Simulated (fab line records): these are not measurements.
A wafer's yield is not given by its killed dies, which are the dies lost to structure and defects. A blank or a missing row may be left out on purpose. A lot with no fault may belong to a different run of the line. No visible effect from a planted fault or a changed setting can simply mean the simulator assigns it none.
What tool caused it?	flow nandHarc	24 lots, 72 wafers sampled, at 6 steps of a route of 1159

== WHAT EACH GAUGE READ, for each wafer ==
The record holds no reading of a measuring or inspecting step that can be judged against a usual standard deviation.

== TOOL THAT RAN EACH LOT (tool first, then ch and the chambers of the sampled wafers, then the start) ==
lot	NHARC_A_STAIRCASE_TRIM_222	NHARC_A_STAIRCASE_ETCH_236	NHARC_A_STAIRCASE_HM_DEP_456	NHARC_A_STAIRCASE_DEP_301	NHARC_A_STAIRCASE_ALD_415	NHARC_A_STAIRCASE_ALD_420
L074	rieDiel-10 ch 0,1, day 11 21:06 or earlier	rieDiel-10 ch 0,1,3, day 11 21:06 or earlier	aclDep-02 ch 0, day 11 21:06	pecvd-02 ch 0,1, day 12 05:52	aldHk-03 ch 0,2,3, day 12 08:39	aldHk-03 ch 1,2,3, day 12 18:31
L076	rieDiel-10 ch 0,3, day 11 23:57 or earlier	rieDiel-10 ch 0,1,2, day 11 23:57 or earlier	aclDep-01 ch 0, day 11 23:57	pecvd-02 ch 0,2, day 12 09:59	aldHk-02 ch 0,1,3, day 12 13:29	aldHk-03 ch 0,1,2, day 12 19:27
L075	rieDiel-11 ch 0,2,3, day 11 22:22 or earlier	rieDiel-11 ch 1,2,3, day 11 22:22 or earlier	aclDep-03 ch 0, day 11 22:22	pecvd-04 ch 0,1, day 12 07:40	aldHk-02 ch 0,1,2, day 12 10:51	aldHk-01 ch 0,2,3, day 12 18:47
L079	rieDiel-10 ch 2,3, day 12 03:04 or earlier	rieDiel-11 ch 2,3, day 12 03:04 or earlier	aclDep-01 ch 0, day 12 03:04	pecvd-02 ch 0,1,2, day 12 12:15	aldHk-03 ch 0,1, day 12 16:25	aldHk-03 ch 0,1, day 13 01:20
L078	rieDiel-10 ch 0,1,2, day 12 04:26 or earlier	rieDiel-10 ch 1,3, day 12 04:26 or earlier	aclDep-03 ch 0, day 12 04:26	pecvd-02 ch 0,2, day 12 12:41	aldHk-01 ch 0,2,3, day 12 17:52	aldHk-01 ch 0,1,2, day 13 01:41
L077	rieDiel-10 ch 2,3, day 12 12:26 or earlier	rieDiel-10 ch 1,2, day 12 12:26 or earlier	aclDep-03 ch 0, day 12 12:26	pecvd-03 ch 1,2, day 12 19:38	aldHk-01 ch 2,3, day 12 23:01	aldHk-03 ch 1,2,3, day 13 05:34
L081	rieDiel-10 ch 0,2,3, day 12 22:44 or earlier	rieDiel-10 ch 0,1,3, day 12 22:44 or earlier	aclDep-01 ch 0, day 12 22:44	pecvd-02 ch 0,1,2, day 13 08:31	aldHk-01 ch 1,3, day 13 11:22	aldHk-02 ch 0,2,3, day 13 17:25
L080	rieDiel-09 ch 0,1,3, day 13 00:10 or earlier	rieDiel-10 ch 0,2, day 13 00:10 or earlier	aclDep-03 ch 0, day 13 00:10	pecvd-02 ch 0,1, day 13 12:44	aldHk-03 ch 2,3, day 13 15:36	aldHk-03 ch 0,2, day 13 21:57
L082	rieDiel-11 ch 0,1, day 13 14:04 or earlier	rieDiel-11 ch 0,3, day 13 14:04 or earlier	aclDep-02 ch 0, day 13 14:04	pecvd-02 ch 1,2, day 13 23:46	aldHk-03 ch 0,1,2, day 14 02:54	aldHk-01 ch 1,2, day 14 10:17
L084	rieDiel-09 ch 0,2,3, day 13 16:14 or earlier	rieDiel-11 ch 1,3, day 13 16:14 or earlier	aclDep-02 ch 0, day 13 16:14	pecvd-04 ch 1,2, day 14 01:36	aldHk-01 ch 0,2,3, day 14 09:22	aldHk-01 ch 1,2, day 14 14:56
L083	rieDiel-10 ch 0,1,3, day 13 17:56 or earlier	rieDiel-10 ch 0,2,3, day 13 17:56 or earlier	aclDep-01 ch 0, day 13 17:56	pecvd-03 ch 0,1, day 14 02:14	aldHk-02 ch 0,2, day 14 09:19	aldHk-02 ch 2,3, day 14 14:56
L087	rieDiel-09 ch 0,1,2, day 14 18:11 or earlier	rieDiel-09 ch 0,2,3, day 14 18:11 or earlier	aclDep-01 ch 0, day 14 18:11	pecvd-03 ch 1,2, day 15 02:24	aldHk-03 ch 0,1,3, day 15 05:17	aldHk-02 ch 0,2,3, day 15 11:25
L085	rieDiel-09 ch 0,1,2, day 14 20:08 or earlier	rieDiel-11 ch 1,2,3, day 14 20:08 or earlier	aclDep-02 ch 0, day 14 20:08	pecvd-04 ch 0,1,2, day 15 02:50	aldHk-02 ch 0,1,2, day 15 06:03	aldHk-01 ch 0,2,3, day 15 11:52
L086	rieDiel-11 ch 0,1,3, day 14 21:21 or earlier	rieDiel-11 ch 1,2,3, day 14 21:21 or earlier	aclDep-02 ch 0, day 14 21:21	pecvd-03 ch 1,2, day 15 04:14	aldHk-03 ch 1,2,3, day 15 06:55	aldHk-03 ch 0,2,3, day 15 11:25
L088	rieDiel-09 ch 2,3, day 15 06:15 or earlier	rieDiel-10 ch 0,1,2, day 15 06:15 or earlier	aclDep-01 ch 0, day 15 06:15	pecvd-03 ch 0,2, day 15 13:30	aldHk-03 ch 1,2, day 15 16:32	aldHk-03 ch 0,3, day 15 20:44
L089	rieDiel-11 ch 1,2, day 15 04:25 or earlier	rieDiel-11 ch 0,1, day 15 04:25 or earlier	aclDep-01 ch 0, day 15 04:25	pecvd-04 ch 0,1, day 15 11:37	aldHk-02 ch 0,1,2, day 15 15:08	aldHk-02 ch 0,1,2, day 15 20:43
L091	rieDiel-11 ch 0,2,3, day 15 09:14 or earlier	rieDiel-10 ch 0,2,3, day 15 09:14 or earlier	aclDep-01 ch 0, day 15 09:14	pecvd-03 ch 0,1,2, day 15 20:18	aldHk-02 ch 0,1,2, day 15 23:44	aldHk-03 ch 0,2,3, day 16 05:46
L090	rieDiel-11 ch 1,2, day 15 10:21 or earlier	rieDiel-10 ch 0,1,2, day 15 10:21 or earlier	aclDep-02 ch 0, day 15 10:21	pecvd-03 ch 1,2, day 15 20:35	aldHk-01 ch 0,1,3, day 16 01:04	aldHk-03 ch 2,3, day 16 06:34
L092	rieDiel-10 ch 1,2, day 15 17:53 or earlier	rieDiel-11 ch 0,2,3, day 15 17:53	aclDep-01 ch 0, day 15 23:43	pecvd-04 ch 0,2, day 16 07:02	aldHk-02 ch 0,3, day 16 09:49	aldHk-03 ch 2,3, day 16 15:55
L093	rieDiel-11 ch 0,2, day 16 04:44 or earlier	rieDiel-09 ch 1,2,3, day 16 04:44 or earlier	aclDep-02 ch 0, day 16 04:44	pecvd-04 ch 0,1, day 16 12:07	aldHk-02 ch 0,3, day 16 16:23	aldHk-02 ch 0,1,3, day 17 00:20
L095	rieDiel-10 ch 0,1,2, day 16 10:27 or earlier	rieDiel-10 ch 0,2,3, day 16 10:27 or earlier	aclDep-02 ch 0, day 16 10:27	pecvd-03 ch 0,2, day 16 17:40	aldHk-03 ch 0,1,3, day 16 21:45	aldHk-02 ch 0,1, day 17 03:21
L094	rieDiel-09 ch 0,1, day 16 12:04 or earlier	rieDiel-09 ch 0,2, day 16 12:04 or earlier	aclDep-01 ch 0, day 16 12:04	pecvd-02 ch 0,1,2, day 16 19:13	aldHk-01 ch 0,2, day 16 22:23	aldHk-01 ch 0,1,3, day 17 03:36
L096	rieDiel-10 ch 1,2, day 17 00:45 or earlier	rieDiel-10 ch 0,1,2, day 17 00:45 or earlier	aclDep-01 ch 0, day 17 00:45	pecvd-02 ch 1,2, day 17 07:19	aldHk-02 ch 1,2,3, day 17 10:54	aldHk-03 ch 2,3, day 17 16:28
L097	rieDiel-11 ch 0,1,3, day 17 10:22 or earlier	rieDiel-11 ch 1,2,3, day 17 10:22 or earlier	aclDep-03 ch 0, day 17 10:22	pecvd-03 ch 0,1, day 17 17:23	aldHk-03 ch 0,2,3, day 17 20:19	aldHk-03 ch 0,1,3, day 18 02:22
- NHARC_A_STAIRCASE_TRIM_222: chemistry O2, time 211.2 s.
- NHARC_A_STAIRCASE_ETCH_236: etches the open film in C4F8/O2, target depth 100 nm, time 40.5 s.
- NHARC_A_STAIRCASE_HM_DEP_456: deposits aC, target thk 1500 nm.
- NHARC_A_STAIRCASE_DEP_301: deposits SiON, target thk 30 nm.
- NHARC_A_STAIRCASE_ALD_415: deposits SiO2, target thk 30 nm, pulse time 6 s, ald cycles 300.
- NHARC_A_STAIRCASE_ALD_420: deposits SiO2, target thk 20 nm, pulse time 6 s, ald cycles 200.

== WHAT THE TOOLS THEMSELVES READ (means of the sampled wafers that have a number; where no wafer has one, the mark that the record gives instead) ==
NHARC_A_STAIRCASE_TRIM_222. Usual: drypumpMotorCurrentA 5.6 A, standard deviation 0.46; mfcArSccm 0.008 sccm, standard deviation 0.01; oesProductAu 0.999 a.u., standard deviation 0.011; rfVppV 57.8 V, standard deviation 0.89; showerheadPlenumPTorr 3.54 Torr, standard deviation 0.16; throttleValvePct 17.037 %, standard deviation 0.0084.
lot	tool	drypumpMotorCurrentA (A)	mfcArSccm (sccm)	oesProductAu (a.u.)	rfVppV (V)	showerheadPlenumPTorr (Torr)	throttleValvePct (%)	flag
L074	rieDiel-10	5.2	0.008	1.001	58.5	3.57	17.038	
L076	rieDiel-10	5.6	0.005	0.995	57.6	3.46	17.028	
L075	rieDiel-11	6.0	0.007	0.994	58.5	3.74	17.034	
L079	rieDiel-10	5.9	0.002	0.995	57.5	3.36	17.035	
L078	rieDiel-10	5.2	0.008	0.998	58.2	3.54	17.032	
L077	rieDiel-10	5.9	0.002	0.999	57.9	3.35	17.039	
L081	rieDiel-10	5.6	0.005	1.008	56.8	3.43	17.037	
L080	rieDiel-09	5.3	0.018	1.001	58.3	3.49	17.034	
L082	rieDiel-11	6.1	0.011	0.995	57.7	3.50	17.036	
L084	rieDiel-09	5.6	0.005	1.009	56.7	3.44	17.041	
L083	rieDiel-10	5.6	0.006	1.000	57.7	3.49	17.027	
L087	rieDiel-09	5.2	0.018	1.004	58.1	3.54	17.046	
L085	rieDiel-09	5.2	0.018	1.006	57.9	3.54	17.040	
L086	rieDiel-11	6.0	0.009	0.998	57.7	3.58	17.027	
L088	rieDiel-09	5.6	0.000	1.017	56.8	3.45	17.041	
L089	rieDiel-11	5.9	0.004	0.995	57.0	3.49	17.039	
L091	rieDiel-11	6.0	0.007	0.991	58.0	3.72	17.034	
L090	rieDiel-11	5.9	0.002	0.976	57.0	3.63	17.038	
L092	rieDiel-10	5.2	0.008	1.001	57.8	3.56	17.036	
L093	rieDiel-11	6.1	0.007	0.981	58.7	3.78	17.036	
L095	rieDiel-10	5.3	0.008	1.013	57.8	3.53	17.041	
L094	rieDiel-09	5.0	0.031	1.001	58.4	3.58	17.045	
L096	rieDiel-10	5.2	0.008	1.009	57.5	3.50	17.034	
L097	rieDiel-11	6.0	0.009	0.993	58.6	3.57	17.035	

NHARC_A_STAIRCASE_ETCH_236. Usual: oesProductAu 0.942 a.u., standard deviation 0.012; rfVppV 897 V, standard deviation 6.1.
lot	tool	oesProductAu (a.u.)	rfVppV (V)	flag
L074	rieDiel-10	0.939	895	
L076	rieDiel-10	0.937	896	
L075	rieDiel-11	0.940	898	
L079	rieDiel-11	0.951	901	
L078	rieDiel-10	0.941	896	
L077	rieDiel-10	0.968	896	
L081	rieDiel-10	0.956	894	
L080	rieDiel-10	0.946	895	
L082	rieDiel-11	0.945	901	
L084	rieDiel-11	0.947	893	
L083	rieDiel-10	0.949	892	
L087	rieDiel-09	0.948	893	
L085	rieDiel-11	0.931	897	
L086	rieDiel-11	0.945	897	
L088	rieDiel-10	0.952	897	
L089	rieDiel-11	0.936	895	
L091	rieDiel-10	0.942	892	
L090	rieDiel-10	0.946	896	
L092	rieDiel-11	0.918	902	
L093	rieDiel-09	0.937	894	
L095	rieDiel-10	0.946	899	
L094	rieDiel-09	0.946	895	
L096	rieDiel-10	0.952	896	
L097	rieDiel-11	0.945	898	

NHARC_A_STAIRCASE_HM_DEP_456. Usual: throttleValvePct reads 35.001 % (standard deviation 0.0091).
lot	tool	throttleValvePct (%)	flag
L074	aclDep-02	35.005	
L076	aclDep-01	34.999	
L075	aclDep-03	35.002	
L079	aclDep-01	34.998	
L078	aclDep-03	35.001	
L077	aclDep-03	35.005	
L081	aclDep-01	35.004	
L080	aclDep-03	35.004	
L082	aclDep-02	35.004	
L084	aclDep-02	34.997	
L083	aclDep-01	35.000	
L087	aclDep-01	34.986	
L085	aclDep-02	34.992	
L086	aclDep-02	34.999	
L088	aclDep-01	35.012	
L089	aclDep-01	35.007	
L091	aclDep-01	35.003	
L090	aclDep-02	35.001	
L092	aclDep-01	35.003	
L093	aclDep-02	35.001	
L095	aclDep-02	35.004	
L094	aclDep-01	35.001	
L096	aclDep-01	34.999	
L097	aclDep-03	35.005	

NHARC_A_STAIRCASE_DEP_301. Usual: heaterPowerOuterW 476 W, standard deviation 60; heaterPowerW 787 W, standard deviation 91.
lot	tool	heaterPowerOuterW (W)	heaterPowerW (W)	flag
L074	pecvd-02	452	765	
L076	pecvd-02	424	762	
L075	pecvd-04	526	792	
L079	pecvd-02	476	787	
L078	pecvd-02	462	815	
L077	pecvd-03	450	759	
L081	pecvd-02	494	826	
L080	pecvd-02	522	842	
L082	pecvd-02	502	851	
L084	pecvd-04	521	808	
L083	pecvd-03	496	779	
L087	pecvd-03	477	826	
L085	pecvd-04	448	736	
L086	pecvd-03	533	903	
L088	pecvd-03	465	750	
L089	pecvd-04	508	780	
L091	pecvd-03	480	789	
L090	pecvd-03	483	805	
L092	pecvd-04	432	748	
L093	pecvd-04	436	690	
L095	pecvd-03	502	792	
L094	pecvd-02	440	757	
L096	pecvd-02	455	796	
L097	pecvd-03	507	781	

NHARC_A_STAIRCASE_ALD_415. Usual: heaterPowerOuterW 279 W, standard deviation 23; heaterPowerW 483 W, standard deviation 40; precursorPulseHeightRel 1.001, standard deviation 0.019.
lot	tool	heaterPowerOuterW (W)	heaterPowerW (W)	precursorPulseHeightRel	flag
L074	aldHk-03	270	481	1.000	
L076	aldHk-02	286	497	1.003	
L075	aldHk-02	282	478	1.014	
L079	aldHk-03	282	495	1.019	
L078	aldHk-01	310	524	0.990	
L077	aldHk-01	310	514	1.008	
L081	aldHk-01	299	503	0.990	
L080	aldHk-03	258	459	1.005	
L082	aldHk-03	278	486	0.999	
L084	aldHk-01	310	535	0.986	
L083	aldHk-02	278	457	0.991	
L087	aldHk-03	275	484	0.993	
L085	aldHk-02	277	464	1.003	
L086	aldHk-03	264	475	1.011	
L088	aldHk-03	264	477	0.988	
L089	aldHk-02	273	474	1.022	
L091	aldHk-02	272	480	1.012	
L090	aldHk-01	302	516	1.004	
L092	aldHk-02	290	493	1.012	
L093	aldHk-02	291	498	0.979	
L095	aldHk-03	275	498	1.001	
L094	aldHk-01	303	535	0.990	
L096	aldHk-02	257	446	0.988	
L097	aldHk-03	275	483	1.000	

NHARC_A_STAIRCASE_ALD_420. Usual: heaterPowerOuterW 280 W, standard deviation 23; heaterPowerW 488 W, standard deviation 36; precursorPulseHeightRel 1.002, standard deviation 0.021.
lot	tool	heaterPowerOuterW (W)	heaterPowerW (W)	precursorPulseHeightRel	flag
L074	aldHk-03	267	478	1.002	
L076	aldHk-03	278	483	0.997	
L075	aldHk-01	308	531	1.003	
L079	aldHk-03	290	509	0.991	
L078	aldHk-01	297	521	1.001	
L077	aldHk-03	267	471	0.981	
L081	aldHk-02	268	455	1.013	
L080	aldHk-03	278	478	0.998	
L082	aldHk-01	286	496	0.992	
L084	aldHk-01	291	496	0.973	
L083	aldHk-02	251	430	1.000	
L087	aldHk-02	272	457	1.012	
L085	aldHk-01	318	525	1.002	
L086	aldHk-03	272	478	1.003	
L088	aldHk-03	271	484	0.998	
L089	aldHk-02	274	479	1.022	
L091	aldHk-03	278	490	1.025	
L090	aldHk-03	260	468	1.004	
L092	aldHk-03	263	470	0.979	
L093	aldHk-02	272	480	1.007	
L095	aldHk-02	290	510	1.009	
L094	aldHk-01	304	518	1.006	
L096	aldHk-03	263	469	1.012	
L097	aldHk-03	274	487	1.030	

== THE ANSWER, worked out from the rows above alone ==
Rule: a lot is off if the mean of its wafers that have a number lies more than 3 standard deviations from the usual mean. Also off: a lot with no number at a reading for which 4 or more lots have one. All remaining lots with rows at the step are treated as sound. The gauges are gone through in route order, then the tools' own readings, and for those a lot's mean is taken as printed above. The first step at which some lot is off is used, and at that step the reading that is off furthest; a lot without a number counts as furthest.
Across all readings shown, no lot is off: no conclusion can be drawn from this.

== WHAT THE SIMULATOR PUT IN ==
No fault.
